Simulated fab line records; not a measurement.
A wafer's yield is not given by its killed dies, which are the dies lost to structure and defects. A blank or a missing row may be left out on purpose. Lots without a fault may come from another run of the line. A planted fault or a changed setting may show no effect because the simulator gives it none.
fab line records ; flow n5_finfet
[record] lots = 4; wafers = 12; last_day = 17
route steps=1938 shown BEOL_M4@1099 BEOL_M5@1112 BEOL_M9@1401 PASSIVATION@1936
lots with no fault: from the same line, run without faults
start_h: the number of hours between the record's first day and the start of the first shown wafer of the lot ; wait_h: hours from the lot's prior step to this one ; " repeats the value in the row above ; L1.1+2: a single row standing in for several wafers ; - no value, or no start given ; * or withheld: withheld ; < > ~ a bound
route shown NAME@n: names a module that has steps shown in the file, with the first one's number in the route ; usual: the fault-free wafers' mean and standard deviation ; same: alike in all rows ; chamber/n: place in a boat ; sites: the reading at each site ; _std_site: standard deviation of those values ; _edge_site: inner sites' mean taken away from outer sites' mean ; radius_mm: how far each site lies from the wafer's centre ; mask NAME#n: copy n ; behind: the last tool/chamber to shape the wafer ; hold: cause of the lot's hold/its duration in hours/its outcome ; device: which transistor (n, p or np) failed to switch ; end of line: tests of these same wafers at the route's end ; where a step has no rows: the recipe by itself ; killed: dies lost to structure and defects at the first sort, not the wafer's yield ; map: shows each die of a wafer: x if killed, . if not, _ if none is there
set.NAME: setting as actually run; set.NAME@STEP: the setting as run at that earlier step ; model.NAME: the simulator's own value behind a step, which no gauge read
certain route steps with their lots: each step a table, each wafer a row
services: from which hour (start_h, from the record's first day; less than 0 if before it) a tool's chamber was out of use, for how many hours, and why
[[steps]]
[step N5_BEOL_M4_ANNEAL_95]
[recipe] temp_c = 400; time_s = 240; ambient = vacuum
[step N5_BEOL_M4_SPUTTER_96]
[recipe] material = Cu; target_thk_a = 45; temp_c = -20; chamber_pressure_pa = 0.07; power_w = withheld; time_s = 8.29
[step N5_BEOL_M4_ECD_50]
[recipe] material = Cu; target_thk_a = 3000
[step N5_BEOL_M4_ANNEAL_51]
[recipe] temp_c = 225; time_s = 90; ambient = N2
[step N5_BEOL_M4_CMP_52]
[recipe] stop_on = SiOC; t_overpolish_s = 6.8; down_force_psi = 1; platen_rpm = 50; clearing_platen_down_force_psi = 1.5; clearing_platen_rpm = 50; post_cmp_clean = cu_alkaline; target_thk_nm = 40; clearing_platen_pad_velocity_m_s = 0.99484; pad_velocity_m_s = 0.99484
[step N5_BEOL_M4_PRE_CLEAN_60]
[recipe] gas = NH3/H2; time_s = 15; temp_c = *; rf_power_w = 300
[step N5_BEOL_M4_CO_CAP_55]
[recipe] material = Co; target_thk_a = 20; temp_c = 200; precursor = CCTBA/H2; pressure_torr = 30; time_s = 102.1
[step N5_BEOL_M4_PRE_CLEAN_56]
[recipe] gas = NH3; time_s = 15; temp_c = withheld; rf_power_w = 300
[step N5_BEOL_M4_DEP_57]
[recipe] material = SiCN; target_thk_a = 80; temp_c = withheld; precursor = 3MS/NH3; pressure_torr = 3; rf_w = 202; time_s = 14
[step N5_BEOL_M4_RC_MEAS_101]
[usual] DIBL_N = 36.4/1.3; DIBL_P = 36.5/1.7; IOFF_N = 0.154/0.022; IOFF_P = 0.202/0.025; ION_N = 671/9.8; ION_P = 460/6.8; SS_N = 71.6/0.54; SS_P = 73.4/0.58; VT_N = 250.9/2.8; VT_P = -251.4/2.7
lot.wafer;tool;chamber;start_h;wait_h;DIBL_N[mV/V];DIBL_P[mV/V];IOFF_N[nA/um];IOFF_P[nA/um];ION_N[uA/um];ION_P[uA/um];SS_N[mV/dec];SS_P[mV/dec];VT_N[mV];VT_P[mV]
L183.1;prober-01;0;220.71;0.0;35.5;34.0;0.128;0.193;665;465;71.0;72.4;253.5;-250.1
L183.4;prober-01;0;220.71;0.0;36.4;35.6;0.153;0.212;674;466;71.6;73.0;248.7;-251.0
L183.5;prober-01;0;220.71;0.0;35.0;33.7;0.125;0.180;675;466;70.8;72.0;253.2;-252.8
L181.2;prober-02;0;222.82;0.2;34.9;35.3;0.129;0.191;664;464;71.1;73.2;256.8;-250.7
L181.3;prober-02;0;222.82;0.2;38.1;39.3;0.194;0.264;684;474;72.1;73.9;247.2;-247.0
L181.6;prober-02;0;222.82;0.2;35.3;35.7;0.141;0.204;670;465;71.6;74.0;254.5;-253.1
L189.1;prober-01;0;265.32;0.0;34.6;35.4;0.134;0.196;679;465;70.9;73.0;254.6;-249.5
L189.2;prober-01;0;265.32;0.0;35.8;36.9;0.158;0.220;670;462;71.7;73.2;252.0;-248.9
L189.4;prober-01;0;265.32;0.0;33.5;34.3;0.123;0.190;656;456;71.3;72.8;255.7;-250.8
L196.4;prober-01;0;306.06;0.5;36.5;37.8;0.169;0.209;689;468;71.7;74.0;248.4;-249.1
L196.5;prober-01;0;306.06;0.5;34.7;35.4;0.129;0.166;667;451;71.6;73.0;252.9;-251.2
L196.6;prober-01;0;306.06;0.5;36.7;38.3;0.172;0.206;689;462;72.6;72.5;248.4;-251.7
[step N5_BEOL_M5_ILD_DEP_00]
[recipe] material = SiCOH_lowk; target_thk_a = 1406.4; temp_c = 300; precursor = DEMS/porogen; pressure_torr = 5; rf_w = 500; time_s = 25.9
[step N5_BEOL_M5_CURE_79]
[recipe] temp_c = 385; time_s = 240; ambient = He/Ar; material = SiCOH_lowk
[step N5_BEOL_M5_PECVD_70]
[recipe] material = SiO2; target_thk_a = 160; temp_c = 400; precursor = TEOS/O2; pressure_torr = 5.5; rf_w = 450; teos_flow_sccm = 53.8; gas = O2; flow_sccm = 3000; time_s = 18
[step N5_BEOL_M5_HM_DEP_02]
[recipe] material = TiN; target_thk_a = 200; temp_c = 25; chamber_pressure_pa = 0.49996
[step N5_BEOL_M5_COAT_59]
[recipe] resist = SOC; temp_c = 250; time_s = 60; spin_rpm = 1500; resist_thk_nm = 60
[step N5_BEOL_M5_COAT_60]
[recipe] resist = SiARC; temp_c = 220; time_s = 60; spin_rpm = 1500; resist_thk_nm = 12
[step N5_BEOL_M5_COAT_71]
[recipe] resist = underlayer; temp_c = 205; time_s = 60; spin_rpm = 1500; resist_thk_nm = 5
[step N5_BEOL_M5_COAT_05]
[recipe] resist = CAR-EUV; spin_rpm = 1500; resist_thk_nm = 30
[step N5_BEOL_M5_EBR_07]
[recipe] solvent = PGMEA; ebr_width_mm = 1.5
[step N5_BEOL_M5_SOFTBAKE_06]
[recipe] temp_c = 110; time_s = 60; resist = CAR-EUV
[step N5_BEOL_M5_EXPOSE_08]
[recipe] mask_id = M5; na = 0.33; source_shape = annular; sigma_inner = 0.4; sigma_outer = 0.8; polarization = unpolarized; target_cd_nm = 28; dose_mj = 35.75
[step N5_BEOL_M5_PEB_09]
[recipe] peb_temp_c = 100; peb_time_s = 60; resist = CAR-EUV
[step N5_BEOL_M5_DEVELOP_10]
[recipe] develop_time_s = 30; developer = TMAH; resist = CAR-EUV; rinse_liquid = surfactant_rinse; dry = air_spin; dev_temp_c = 23
[step N5_BEOL_M5_DESCUM_16]
[recipe] chemistry = O2; time_s = 7; source_power_w = 50; bias_power_w = 20; pressure_mtorr = 20; rf_frequency_hz = 2.712e+07; temp_c = 40; resist = CAR-EUV; o2_flow_sccm = 225
[step N5_BEOL_M5_ETCH_72]
[recipe] chemistry = N2/H2; target = underlayer; target_depth_a = 65; mask_material = CAR-EUV; time_s = 5.2; ion_energy_ev = 200; pressure_mtorr = 30; source_w = 840; bias_w = 150; n2_flow_sccm = 200; h2_flow_sccm = 200; ends = cleared
[step N5_BEOL_M5_ETCH_61]
[recipe] chemistry = CF4; target = SiARC; target_depth_a = 156; mask_material = CAR-EUV; time_s = 26; ion_energy_ev = 80; pressure_mtorr = 40; source_w = 545; bias_w = 36; Ar_flow_sccm = 100; cf4_flow_sccm = 100; ends = cleared
[step N5_BEOL_M5_ETCH_62]
[recipe] chemistry = N2/H2; target = SOC; target_depth_a = 750; overetch_a = 150; mask_material = SiARC; temp_c = 40; time_s = 112.5; ion_energy_ev = 200; pressure_mtorr = 30; source_w = 840; bias_w = 150; n2_flow_sccm = 200; h2_flow_sccm = 200
[step N5_BEOL_M5_STRIP_63]
[recipe] chemistry = N2/H2; temp_c = 40; n2_flow_sccm = 200; h2_flow_sccm = 200; rf_frequency_hz = 6e+07
[step N5_BEOL_M5_STRIP_73]
[recipe] chemistry = N2/H2; temp_c = 40; n2_flow_sccm = 200; h2_flow_sccm = 200; rf_frequency_hz = 6e+07
[step N5_BEOL_M5_STRIP_64]
[recipe] chemistry = CF4; resist = SiARC; power_w = 300; bias_power_w = 75; pressure_mtorr = 50; cf4_flow_sccm = 150; rf_frequency_hz = 6e+07
[step N5_BEOL_M5_HM_OPEN_17]
[recipe] chemistry = Cl2/BCl3; target_depth_a = 200; overetch_a = 60; target = TiN; mask_material = SOC; ion_energy_ev = 150; pressure_mtorr = 10; icp_w = 1000; bias_w = 126; Cl2_flow_sccm = 53.25; bcl3_flow_sccm = 21.75; Ar_flow_sccm = 25
[step N5_BEOL_M5_STRIP_19]
[recipe] chemistry = O2; power_w = 400; temp_c = 40; pressure_mtorr = 30; rf_frequency_hz = 6e+07; bias_power_w = 0; overash_fraction = 0.2; o2_flow_sccm = 225
[step N5_BEOL_M5_COAT_65]
[recipe] resist = SOC; temp_c = 250; time_s = 60; spin_rpm = 1500; resist_thk_nm = 60
[step N5_BEOL_M5_COAT_66]
[recipe] resist = SiARC; temp_c = 220; time_s = 60; spin_rpm = 1500; resist_thk_nm = 12
[step N5_BEOL_M9_ILD_DEP_00]
[recipe] material = SiCOH_lowk; target_thk_a = 3085.1; temp_c = 300; precursor = DEMS/porogen; pressure_torr = 5; rf_w = 500; time_s = 58
[usual] chamber_pressure_Torr = 5.000/0.01; heater_power_w = 324/47; showerhead_plenum_p_Torr = 5.739/0.014; throttle_valve_pct = 14.1/0.65
lot.wafer;tool;chamber;start_h;wait_h;chamber_pressure_Torr;heater_power_w;showerhead_plenum_p_Torr;throttle_valve_pct
L183.1;pecvd-03;0;262.48;0.0;5.008;399;5.730;14.1
L183.4;pecvd-03;0;262.48;0.0;4.992;411;5.738;14.2
L183.5;pecvd-03;2;262.48;0.0;5.014;344;5.729;13.7
L183.1;pecvd-03;0;262.74;0.2;5.027;393;5.741;14.2
L183.4;pecvd-03;0;262.74;0.2;4.999;410;5.715;14.0
L183.5;pecvd-03;2;262.74;0.2;5.012;350;5.715;13.8
L181.2;pecvd-02;1;263.67;0.0;4.996;262;5.735;13.4
L181.3;pecvd-02;2;263.67;0.0;5.005;286;5.749;13.3
L181.6;pecvd-02;0;263.67;0.0;5.025;386;5.740;14.2
L189.1;pecvd-02;1;301.23;0.0;4.996;269;5.737;13.1
L189.2;pecvd-02;0;301.23;0.0;4.984;393;5.733;14.1
L189.4;pecvd-02;0;301.23;0.0;4.996;318;5.758;14.1
L189.1;pecvd-02;1;301.49;0.2;4.991;265;5.724;13.4
L189.2;pecvd-02;0;301.49;0.2;5.004;396;5.754;14.0
L189.4;pecvd-02;0;301.49;0.2;5.003;301;5.739;14.2
L196.4;pecvd-01;1;341.15;0.1;4.993;283;5.735;14.6
L196.5;pecvd-01;0;341.15;0.1;4.995;339;5.739;15.9
L196.6;pecvd-01;2;341.15;0.1;5.002;284;5.738;13.5
[step N5_BEOL_M9_CURE_71]
[recipe] temp_c = 385; time_s = 240; ambient = He/Ar; material = SiCOH_lowk
[usual] lamp_power_pct = 52.31/0.057; wafer_temp_C_max = 386.8/0.62
lot.wafer;tool;chamber;start_h;wait_h;lamp_power_pct;wafer_temp_C_max;model.SiCOH_lowk_of_BEOL_M9_ILD_DEP_00.thk_nm
L183.1;uv_cure-02;2;262.83;0.1;52.46;385.9;538.2
L183.4;uv_cure-02;2;262.83;0.1;52.28;386.3;547.8
L183.5;uv_cure-02;2;262.83;0.1;52.37;386.2;545.4
L181.2;uv_cure-01;1;264.08;0.4;52.31;387.2;263
L181.3;uv_cure-01;1;264.08;0.4;52.20;387.2;262
L181.6;uv_cure-01;1;264.08;0.4;52.25;386.9;270.4
L189.1;uv_cure-01;1;301.56;0.0;52.26;386.7;540.6
L189.2;uv_cure-01;1;301.56;0.0;52.32;387.5;539.6
L189.4;uv_cure-01;1;301.56;0.0;52.28;387.8;544
L196.4;uv_cure-01;2;341.50;0.3;52.33;387.0;271.4
L196.5;uv_cure-01;2;341.50;0.3;52.38;387.0;270
L196.6;uv_cure-01;2;341.50;0.3;52.43;386.6;271.6
[step N5_BEOL_M9_THK_MEAS_01]
[recipe] reads = SiCOH_lowk_of_BEOL_M9_ILD_DEP_00
[usual] M9_ILD_THK = 269/3.2
lot.wafer;tool;chamber;start_h;wait_h;M9_ILD_THK[nm]
L183.1;film_metro-01;-;263.34;0.4;538
L183.4;film_metro-01;-;263.34;0.4;548
L183.5;film_metro-01;-;263.34;0.4;545
L181.2;film_metro-01;-;264.51;0.4;263
L181.3;film_metro-01;-;264.51;0.4;262
L181.6;film_metro-01;-;264.51;0.4;271
L189.1;film_metro-01;-;302.08;0.4;541
L189.2;film_metro-01;-;302.08;0.4;540
L189.4;film_metro-01;-;302.08;0.4;544
L196.4;film_metro-01;-;341.78;0.2;272
L196.5;film_metro-01;-;341.78;0.2;270
L196.6;film_metro-01;-;341.78;0.2;272
[step N5_BEOL_M9_CMP_52]
[recipe] stop_on = SiCOH_lowk; t_overpolish_s = 7; down_force_psi = 1; platen_rpm = 50; clearing_platen_down_force_psi = 1.5; clearing_platen_rpm = 50; post_cmp_clean = cu_alkaline; target_thk_nm = 140; clearing_platen_pad_velocity_m_s = 0.99484; pad_velocity_m_s = 0.99484
[usual] barrier_field_endpoint_s = 28.7/0.61; edge_zone_pressure_frac = 1.000/0.005; motor_current_A = 6.0/0.53; overpolish_run_s = 7.001/0.0092; time_to_endpoint_s = 65.5/2.4
lot.wafer;tool;chamber;start_h;wait_h;barrier_field_endpoint_s;edge_zone_pressure_frac;motor_current_A;overpolish_run_s;time_to_endpoint_s;model.SiCOH_lowk_of_BEOL_M9_ILD_DEP_00.thk_nm
L183.4;cmp-04;3;268.08;0.2;29.4;0.998;6.0;7.002;66.9;544.8
L183.1;cmp-04;1;268.08;0.2;29.1;0.999;5.7;7.012;65.5;535.2
L183.5;cmp-04;0;268.08;0.2;29.3;1.002;5.7;6.997;63.2;542.4
L181.2;cmp-02;2;270.60;0.5;27.5;0.997;5.4;6.997;66.5;260
L181.3;cmp-02;3;270.60;0.5;27.6;0.995;5.0;6.998;65.5;259
L181.6;cmp-02;1;270.60;0.5;28.1;1.001;7.1;7.001;63.6;267.4
L189.2;cmp-02;2;307.51;0.2;27.9;0.999;5.6;7.025;66.4;536.6
L189.1;cmp-02;3;307.51;0.2;28.4;1.001;5.3;6.996;63.6;537.6
L189.4;cmp-02;0;307.51;0.2;28.6;1.006;5.8;6.996;64.7;541
L196.4;cmp-04;0;348.50;0.2;28.4;1.004;5.8;6.979;63.3;268.4
L196.5;cmp-04;2;348.50;0.2;28.5;1.005;5.6;7.009;63.1;267
L196.6;cmp-04;3;348.50;0.2;28.8;0.997;5.8;6.992;64.6;268.6
[step N5_PASSIVATION_PROBE_49]
[usual] defect_limited_yield = 91.1/1.3; killed_at_M0_to_M3 = 34/10; killed_at_M4_up = 14/5.7; killed_at_contacts = 12/5.9; killed_at_front_end = 41/12; killed_at_other = 4/3.1; killed_dies = 105/15; killed_on_rim = 14/4.2; killed_open = 69/11; killed_short = 35/7.8; sort_bin_5_function = 5.3/0.81; sort_bin_6_memory = 3.3/0.75; sort_n_pass = 1075/15; sort_yield_pct = 91.1/1.3
[same] gross_dies = 1180; killed_at_back_side = 0; sort_bin_4_leakage[%] = 0; sort_bin_8_speed[%] = 0
lot.wafer;tool;chamber;start_h;wait_h;defect_limited_yield[%];killed_at_M0_to_M3;killed_at_M4_up;killed_at_contacts;killed_at_front_end;killed_at_other;killed_dies;killed_on_rim;killed_open;killed_short;sort_bin_5_function[%];sort_bin_6_memory[%];sort_n_pass;sort_yield_pct[%]
L183.1;prober-02;-;336.14;0.0;0;39;1057;9;66;9;1180;152;83;44;95.2;4.2;0;0
L183.4;prober-02;-;336.29;0.2;0;28;1079;12;57;4;1180;152;61;42;95.9;3.7;0;0
L183.5;prober-02;-;336.34;0.2;0;23;1084;11;57;5;1180;152;66;42;97.5;1.9;0;0
L189.1;prober-02;-;363.58;0.0;0;45;1086;12;35;2;1180;152;73;41;95.5;4.3;0;0
L189.2;prober-02;-;363.63;0.1;0;20;1109;9;39;3;1180;152;62;24;97.0;2.8;0;0
L189.4;prober-02;-;363.73;0.2;0;43;1069;14;43;11;1180;152;86;34;96.1;3.4;0;0
// killed by level:class
L183.1 BEOL_M9:area_etch=1053 FIN_SAQP:geometric_particle:short=20 FIN_SAQP:geometric_particle:open=17 BEOL_M1:geometric_particle:open=13 STI_FIN_REVEAL:geometric_particle:open=10 MOL_CONTACT_COAG:geometric_particle:open=8 BEOL_M3:geometric_particle:open=6 GATE_CUT:geometric_particle:open=4
L183.4 BEOL_M9:area_etch=1075 FIN_SAQP:geometric_particle:open=17 FIN_SAQP:geometric_particle:short=15 MOL_CONTACT_COAG:geometric_particle:open=8 BEOL_M1:geometric_particle:open=7 BEOL_M2:geometric_particle:open=4 DUMMY_GATE:geometric_particle:open=4 SPACER0:geometric_particle:short=4
L183.5 BEOL_M9:area_etch=1071 FIN_SAQP:geometric_particle:short=12 FIN_SAQP:geometric_particle:open=10 STI_FIN_REVEAL:geometric_particle:open=9 MOL_CONTACT_COAG:geometric_particle:open=9 STI_FIN_REVEAL:geometric_particle:short=6 BEOL_M1:geometric_particle:open=6 GATE_CUT:geometric_particle:short=5
L189.1 BEOL_M9:area_etch=1065 BEOL_M0_SAQP:geometric_particle:open=14 BEOL_M0_SAQP:geometric_particle:short=12 MOL_CONTACT_COAG:geometric_particle:open=10 STI_FIN_REVEAL:geometric_particle:open=6 DUMMY_GATE:geometric_particle:open=6 BEOL_M1:geometric_particle:open=6 FIN_SAQP:geometric_particle:short=5
L189.2 BEOL_M9:area_etch=1094 STI_FIN_REVEAL:geometric_particle:open=12 BEOL_M4:geometric_particle:open=9 MOL_CONTACT_COAG:geometric_particle:open=7 BEOL_M0_SAQP:geometric_particle:open=6 BEOL_M1:geometric_particle:open=5 FIN_SAQP:geometric_particle:open=4 FIN_SAQP:geometric_particle:short=4
L189.4 BEOL_M9:area_etch=1060 STI_FIN_REVEAL:geometric_particle:open=15 MOL_CONTACT_COAG:geometric_particle:open=12 BEOL_M3:geometric_particle:open=10 FIN_SAQP:geometric_particle:open=9 BEOL_M1:geometric_particle:open=9 BEOL_M0_SAQP:geometric_particle:open=8 BEOL_M0_SAQP:geometric_particle:short=8
// map L183.1 (x killed, . not)
_________________xxxxxxxxxxxx________________
______________xxxxxxxxxxxxxxxxxx_____________
___________xxxxxxxxxxxxxxxxxxxxxxxx__________
__________xxxxxxxxxxxxxxxxxxxxxxxxxx_________
________xxxxxxxxxxxxxxxxxxxxxxxxxxxxxx_______
_______xxxxxxxxxxxxxxxxxxxxxxxxxxxxxxxx______
______xxxxxxxxxxxxxxxxxxxxxxxxxxxxxxxxxx_____
_____xxxxxxxxxxxxxxxxxxxxxxxxxxxxxxxxxxxx____
____xxxxxxxxxxxxxxxxxxxxxxxxxxxxxxxxxxxxxx___
___xxxxxxxxxxxxxxxxxxxxxxxxxxxxxxxxxxxxxxxx__
___xxxxxxxxxxxxxxxxxxxxxxxxxxxxxxxxxxxxxxxx__
__xxxxxxxxxxxxxxxxxxxxxxxxxxxxxxxxxxxxxxxxxx_
__xxxxxxxxxxxxxxxxxxxxxxxxxxxxxxxxxxxxxxxxxx_
_xxxxxxxxxxxxxxxxxxxxxxxxxxxxxxxxxxxxxxxxxxxx
_xxxxxxxxxxxxxxxxxxxxxxxxxxxxxxxxxxxxxxxxxxxx
_xxxxxxxxxxxxxxxxxxxxxxxxxxxxxxxxxxxxxxxxxxxx
_xxxxxxxxxxxxxxxxxxxxxxxxxxxxxxxxxxxxxxxxxxxx
_xxxxxxxxxxxxxxxxxxxxxxxxxxxxxxxxxxxxxxxxxxxx
_xxxxxxxxxxxxxxxxxxxxxxxxxxxxxxxxxxxxxxxxxxxx
_xxxxxxxxxxxxxxxxxxxxxxxxxxxxxxxxxxxxxxxxxxxx
_xxxxxxxxxxxxxxxxxxxxxxxxxxxxxxxxxxxxxxxxxxxx
__xxxxxxxxxxxxxxxxxxxxxxxxxxxxxxxxxxxxxxxxxx_
__xxxxxxxxxxxxxxxxxxxxxxxxxxxxxxxxxxxxxxxxxx_
___xxxxxxxxxxxxxxxxxxxxxxxxxxxxxxxxxxxxxxxx__
___xxxxxxxxxxxxxxxxxxxxxxxxxxxxxxxxxxxxxxxx__
____xxxxxxxxxxxxxxxxxxxxxxxxxxxxxxxxxxxxxx___
_____xxxxxxxxxxxxxxxxxxxxxxxxxxxxxxxxxxxx____
______xxxxxxxxxxxxxxxxxxxxxxxxxxxxxxxxxx_____
_______xxxxxxxxxxxxxxxxxxxxxxxxxxxxxxxx______
________xxxxxxxxxxxxxxxxxxxxxxxxxxxxxx_______
__________xxxxxxxxxxxxxxxxxxxxxxxxxx_________
___________xxxxxxxxxxxxxxxxxxxxxxxx__________
______________xxxxxxxxxxxxxxxxxx_____________
_________________xxxxxxxxxxxx________________
// map L189.1 (x killed, . not)
_________________xxxxxxxxxxxx________________
______________xxxxxxxxxxxxxxxxxx_____________
___________xxxxxxxxxxxxxxxxxxxxxxxx__________
__________xxxxxxxxxxxxxxxxxxxxxxxxxx_________
________xxxxxxxxxxxxxxxxxxxxxxxxxxxxxx_______
_______xxxxxxxxxxxxxxxxxxxxxxxxxxxxxxxx______
______xxxxxxxxxxxxxxxxxxxxxxxxxxxxxxxxxx_____
_____xxxxxxxxxxxxxxxxxxxxxxxxxxxxxxxxxxxx____
____xxxxxxxxxxxxxxxxxxxxxxxxxxxxxxxxxxxxxx___
___xxxxxxxxxxxxxxxxxxxxxxxxxxxxxxxxxxxxxxxx__
___xxxxxxxxxxxxxxxxxxxxxxxxxxxxxxxxxxxxxxxx__
__xxxxxxxxxxxxxxxxxxxxxxxxxxxxxxxxxxxxxxxxxx_
__xxxxxxxxxxxxxxxxxxxxxxxxxxxxxxxxxxxxxxxxxx_
_xxxxxxxxxxxxxxxxxxxxxxxxxxxxxxxxxxxxxxxxxxxx
_xxxxxxxxxxxxxxxxxxxxxxxxxxxxxxxxxxxxxxxxxxxx
_xxxxxxxxxxxxxxxxxxxxxxxxxxxxxxxxxxxxxxxxxxxx
_xxxxxxxxxxxxxxxxxxxxxxxxxxxxxxxxxxxxxxxxxxxx
_xxxxxxxxxxxxxxxxxxxxxxxxxxxxxxxxxxxxxxxxxxxx
_xxxxxxxxxxxxxxxxxxxxxxxxxxxxxxxxxxxxxxxxxxxx
_xxxxxxxxxxxxxxxxxxxxxxxxxxxxxxxxxxxxxxxxxxxx
_xxxxxxxxxxxxxxxxxxxxxxxxxxxxxxxxxxxxxxxxxxxx
__xxxxxxxxxxxxxxxxxxxxxxxxxxxxxxxxxxxxxxxxxx_
__xxxxxxxxxxxxxxxxxxxxxxxxxxxxxxxxxxxxxxxxxx_
___xxxxxxxxxxxxxxxxxxxxxxxxxxxxxxxxxxxxxxxx__
___xxxxxxxxxxxxxxxxxxxxxxxxxxxxxxxxxxxxxxxx__
____xxxxxxxxxxxxxxxxxxxxxxxxxxxxxxxxxxxxxx___
_____xxxxxxxxxxxxxxxxxxxxxxxxxxxxxxxxxxxx____
______xxxxxxxxxxxxxxxxxxxxxxxxxxxxxxxxxx_____
_______xxxxxxxxxxxxxxxxxxxxxxxxxxxxxxxx______
________xxxxxxxxxxxxxxxxxxxxxxxxxxxxxx_______
__________xxxxxxxxxxxxxxxxxxxxxxxxxx_________
___________xxxxxxxxxxxxxxxxxxxxxxxx__________
______________xxxxxxxxxxxxxxxxxx_____________
_________________xxxxxxxxxxxx________________
[[services]]
tool;chamber;start_h;hours;kind
pecvd-03;2;239.61;5.5;scheduled_down
pecvd-01;-;240.01;0.7;repair
cmp-02;-;248.33;0.2;repair
pecvd-03;-;255.30;4.5;repair
pecvd-02;-;256.26;0.7;repair
cmp-04;-;259.95;2.7;repair
uv_cure-01;-;269.13;2.1;pm
cmp-04;-;269.19;4.0;pm
cmp-04;-;273.19;-;consumable_replace:conditioner
cmp-04;-;273.19;-;consumable_replace:pad
pecvd-01;1;275.40;12.4;repair
cmp-04;-;295.33;1.3;repair
cmp-04;-;302.97;0.5;repair
pecvd-01;0;310.41;16.1;repair
cmp-02;-;342.73;5.0;pm
pecvd-01;1;347.21;5.5;scheduled_down
[[key]]
[first_sign] step = N5_BEOL_M9_ILD_DEP_00; reading = visit; direction = added
[effect] step = N5_BEOL_M9_THK_MEAS_01; reading = M9_ILD_THK; direction = up; sigmas = 85; usual = 269; struck = 543
[effect] step = N5_PASSIVATION_PROBE_49; reading = killed_at_M4_up; direction = up; sigmas = 99+; usual = 14; struck = 1081
[model_effect] step = N5_BEOL_M9_CURE_71; value = SiCOH_lowk_of_BEOL_M9_ILD_DEP_00.thk_nm; without = 266.6; struck = 542.6
[model_effect] step = N5_BEOL_M9_CMP_52; value = SiCOH_lowk_of_BEOL_M9_ILD_DEP_00.thk_nm; without = 263.6; struck = 539.6
[more_kills_born_at] N5_BEOL_M9_ETCH_41@rie_diel-04 = 3219; N5_BEOL_M9_ETCH_41@rie_diel-01 = 3199
met_at N5_BEOL_M9_ILD_DEP_00
struck_wafers L183.1,L183.4,L183.5,L189.1,L189.2,L189.4
later_rows_left_out L183.1,L183.4,L183.5,L189.1,L189.2,L189.4
[fault] kind = repeated_step_whole; tool = pecvd-01,pecvd-02,pecvd-03; chamber = -; onset_h = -; steps = N5_BEOL_M9_ILD_DEP_00; times = 1; scope = struck_lots_only
// later_rows_left_out: the simulator's readings of these wafers behind a module that went badly wrong aren't trusted and aren't shown, but for the sort
